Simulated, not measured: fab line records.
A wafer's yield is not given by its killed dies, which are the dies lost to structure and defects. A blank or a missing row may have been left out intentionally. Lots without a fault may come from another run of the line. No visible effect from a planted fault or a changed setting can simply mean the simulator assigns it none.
Which tool did it?	flow nandHarc	12 lots with 36 wafers sampled at 6 steps, on a route of 1159 steps

WHAT THE GAUGES READ, wafer by wafer
NHARC_P_GATE_CD_MEAS_59: target cd 720 nm. Usual: cdNm at 720.0 nm, with a standard deviation of 2.1.
lot	measured	on	cdNm (nm)	flag
L348	day 5 04:19	cdSem-01	718.9 718.4 723.1	
L350	day 5 21:01	cdSem-02	722.3 716.3 720.7	
L356	day 7 05:22	cdSem-01	721.7 718.2 716.3	
L355	day 7 05:38	cdSem-01	722.4 721.9 720.2	
L354	day 7 05:53	cdSem-03	720.3 722.5 721.8	
L359	day 7 22:34	cdSem-03	717.2 720.1 717.9	
L361	day 8 16:25	cdSem-03	723.4 719.4 722.1	
L362	day 8 22:37	cdSem-01	722.0 720.8 721.5	
L365	day 9 04:48	cdSem-01	721.6 723.6 721.8	
L366	day 9 19:01	cdSem-02	721.6 720.8 722.1	
L368	day 10 08:35	cdSem-01	717.4 719.5 716.5	
L371	day 10 19:23	cdSem-03	718.7 719.9 715.7	

NHARC_P_GATE_INSPECT_68. Usual: rawDefectCount at 192, with a standard deviation of 85.
lot	measured	on	rawDefectCount	flag
L348	day 5 10:39	defectInspect-01	155 254 208	
L350	day 6 01:56	defectInspect-01	101 185 176	
L356	day 7 10:01	defectInspect-01	185 220 318	
L355	day 7 10:37	defectInspect-01	121 115 226	
L354	day 7 11:23	defectInspect-02	92 150 127	
L359	day 8 03:17	defectInspect-01	152 299 238	
L361	day 8 22:29	defectInspect-01	150 81 132	
L362	day 9 03:55	defectInspect-01	146 201 101	
L365	day 9 09:38	defectInspect-02	482 517 569	OFF
L366	day 10 00:05	defectInspect-02	659 524 613	OFF
L368	day 10 13:52	defectInspect-01	131 198 221	
L371	day 11 00:15	defectInspect-01	217 203 158	

NHARC_END_SORT_01. Usual: killedAtArray 27, standard deviation 12; killedAtOther 0.8, standard deviation 1; killedAtPeriphery 4.0, standard deviation 2.5; killedDies 32, standard deviation 11; killedOpen 3.3, standard deviation 1.8; killedShort 2.0, standard deviation 1.5.
lot	measured	on	killedAtArray	killedAtOther	killedAtPeriphery	killedDies	killedOpen	killedShort	flag
L354	day 21 09:24	prober-02	39 44 34	0 0 0	2 1 1	41 45 35	1 4 5	2 3 2	
L361	day 22 03:44	prober-01	15 29 9	0 0 0	1 3 2	16 32 11	1 3 3	1 2 1	
L365	day 23 15:55	prober-01	32 49 36	1 0 0	48 49 42	81 98 78	6 5 3	1 0 1	OFF
L366	day 23 23:44	prober-01	33 41 33	0 0 0	44 54 45	77 95 78	2 4 2	1 2 4	OFF

TOOL THAT RAN EACH LOT (tool first, then ch and the chambers of the sampled wafers, then the start)
lot	NHARC_P_GATE_STRIP_111	NHARC_P_GATE_DESCUM_61	NHARC_P_GATE_STRIP_113
L348	plasmaAsher-01 ch 0,1, day 5 03:05	rieDiel-08 ch 2,3, day 5 04:29	plasmaAsher-02 ch 0, day 5 07:49
L350	plasmaAsher-01 ch 0,1, day 5 19:56	rieDiel-08 ch 0,3, day 5 21:11	plasmaAsher-02 ch 0,1, day 5 23:38
L356	plasmaAsher-01 ch 0,1, day 7 04:22	rieDiel-08 ch 0,1,3, day 7 05:34	plasmaAsher-01 ch 0,1, day 7 07:50
L355	plasmaAsher-02 ch 0,1, day 7 04:25	rieDiel-08 ch 0,1,3, day 7 05:48	plasmaAsher-02 ch 0,1, day 7 08:05
L354	plasmaAsher-01 ch 0,1, day 7 04:42	rieDiel-05 ch 0,1,3, day 7 06:06	plasmaAsher-02 ch 0,1, day 7 08:51
L359	plasmaAsher-01 ch 0,1, day 7 21:24	rieDiel-08 ch 0,1,2, day 7 22:44	plasmaAsher-02 ch 0,1, day 8 00:48
L361	plasmaAsher-01 ch 0, day 8 15:11	rieDiel-08 ch 0,1,2, day 8 16:36	plasmaAsher-01 ch 0, day 8 20:04
L362	plasmaAsher-01 ch 0,1, day 8 21:26	rieDiel-05 ch 1,2,3, day 8 22:46	plasmaAsher-01 ch 0,1, day 9 01:22
L365	plasmaAsher-02 ch 0,1, day 9 03:37	rieDiel-08 ch 0,1,2, day 9 04:58	plasmaAsher-02 ch 0,1, day 9 07:02
L366	plasmaAsher-01 ch 0,1, day 9 17:47	rieDiel-07 ch 1,3, day 9 19:10	plasmaAsher-02 ch 0,1, day 9 21:33
L368	plasmaAsher-01 ch 0,1, day 10 07:29	rieDiel-07 ch 1,2,3, day 10 08:47	plasmaAsher-01 ch 0,1, day 10 10:53
L371	plasmaAsher-02 ch 0,1, day 10 18:13	rieDiel-08 ch 0,1,3, day 10 19:35	plasmaAsher-01 ch 0,1, day 10 22:05
- NHARC_P_GATE_STRIP_111: strips in N2/H2, time 250 s.
- NHARC_P_GATE_DESCUM_61: chemistry O2, time 3 s.
- NHARC_P_GATE_STRIP_113: strips in N2/H2, time 740 s.

WHAT THE TOOLS THEMSELVES READ (means of the sampled wafers that have a number; where no wafer has one, the mark that the record gives instead)
NHARC_P_GATE_STRIP_111. Usual: drypumpMotorCurrentA 5.57 A, standard deviation 0.18; heaterPowerW 89 W, standard deviation 3.8.
lot	tool	drypumpMotorCurrentA (A)	heaterPowerW (W)	flag
L348	plasmaAsher-01	5.49	93	
L350	plasmaAsher-01	5.64	87	
L356	plasmaAsher-01	5.63	86	
L355	plasmaAsher-02	5.65	91	
L354	plasmaAsher-01	5.64	85	
L359	plasmaAsher-01	5.63	86	
L361	plasmaAsher-01	5.35	90	
L362	plasmaAsher-01	5.61	88	
L365	plasmaAsher-02	5.63	92	
L366	plasmaAsher-01	5.49	89	
L368	plasmaAsher-01	5.50	88	
L371	plasmaAsher-02	5.55	93	

NHARC_P_GATE_DESCUM_61. Usual: drypumpMotorCurrentA 5.7 A, standard deviation 0.53; oesProductAu 1.001 a.u., standard deviation 0.011; rfVppV 57.6 V, standard deviation 0.94; showerheadPlenumPTorr 1.89 Torr, standard deviation 0.082; throttleValvePct 11.311 %, standard deviation 0.01.
lot	tool	drypumpMotorCurrentA (A)	oesProductAu (a.u.)	rfVppV (V)	showerheadPlenumPTorr (Torr)	throttleValvePct (%)	flag
L348	rieDiel-08	5.5	1.007	57.9	1.85	11.317	
L350	rieDiel-08	5.4	1.005	57.9	1.90	11.314	
L356	rieDiel-08	5.8	1.005	56.8	1.87	11.301	
L355	rieDiel-08	5.7	1.013	58.1	1.87	11.310	
L354	rieDiel-05	5.5	0.985	58.5	2.00	11.301	
L359	rieDiel-08	6.1	1.007	58.0	1.90	11.313	
L361	rieDiel-08	6.1	1.010	57.4	1.90	11.312	
L362	rieDiel-05	5.8	1.010	58.0	2.00	11.314	
L365	rieDiel-08	6.0	1.008	58.2	1.90	11.310	
L366	rieDiel-07	5.8	1.002	56.7	1.77	11.318	
L368	rieDiel-07	5.6	0.994	58.2	1.83	11.309	
L371	rieDiel-08	5.8	1.000	57.1	1.87	11.311	

NHARC_P_GATE_STRIP_113. Usual: drypumpMotorCurrentA 5.57 A, standard deviation 0.18; heaterPowerW 89 W, standard deviation 3.8.
lot	tool	drypumpMotorCurrentA (A)	heaterPowerW (W)	flag
L348	plasmaAsher-02	5.43	87	
L350	plasmaAsher-02	5.53	89	
L356	plasmaAsher-01	5.46	89	
L355	plasmaAsher-02	5.63	91	
L354	plasmaAsher-02	5.63	92	
L359	plasmaAsher-02	5.53	89	
L361	plasmaAsher-01	5.38	91	
L362	plasmaAsher-01	5.64	86	
L365	plasmaAsher-02	5.63	93	
L366	plasmaAsher-02	5.62	92	
L368	plasmaAsher-01	5.49	90	
L371	plasmaAsher-01	5.62	87	

THE ANSWER, worked out from the rows above alone
Rule: take the mean of a lot's wafers that have a number; if it is more than 3 standard deviations from the usual mean, the lot is off. A lot without any number at a reading at which 4 lots or more have one is off too. The other lots that the step has rows for count as sound. After the gauges, taken in route order, come the tools' own readings; for these a lot's mean is taken, as printed above. The first step at which some lot is off is used, and at that step the reading that is off furthest; a lot without a number counts as furthest.
Off at NHARC_P_GATE_INSPECT_68 (rawDefectCount): L365, L366.
If a tool, at a process step before that reading, ran all the lots that are off and no sound lot after the first of them, it fits. The gauges at NHARC_P_GATE_INSPECT_68 aren't tried: what is off there is off at NHARC_END_SORT_01 too, on other tools, and a gauge's error can't cause that. One fits: plasmaAsher-02 at NHARC_P_GATE_STRIP_113. A fault onset in the window from L359 (day 8 00:48, its last sound lot) to L365 (day 9 07:02, its first lot off) fits.

WHAT THE SIMULATOR PUT IN
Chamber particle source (plasmaAsher-02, NHARC_P_GATE_STRIP_113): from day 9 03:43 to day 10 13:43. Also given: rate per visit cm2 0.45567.
Shown lots that were struck: L365, L366. The same result came from the rule above.
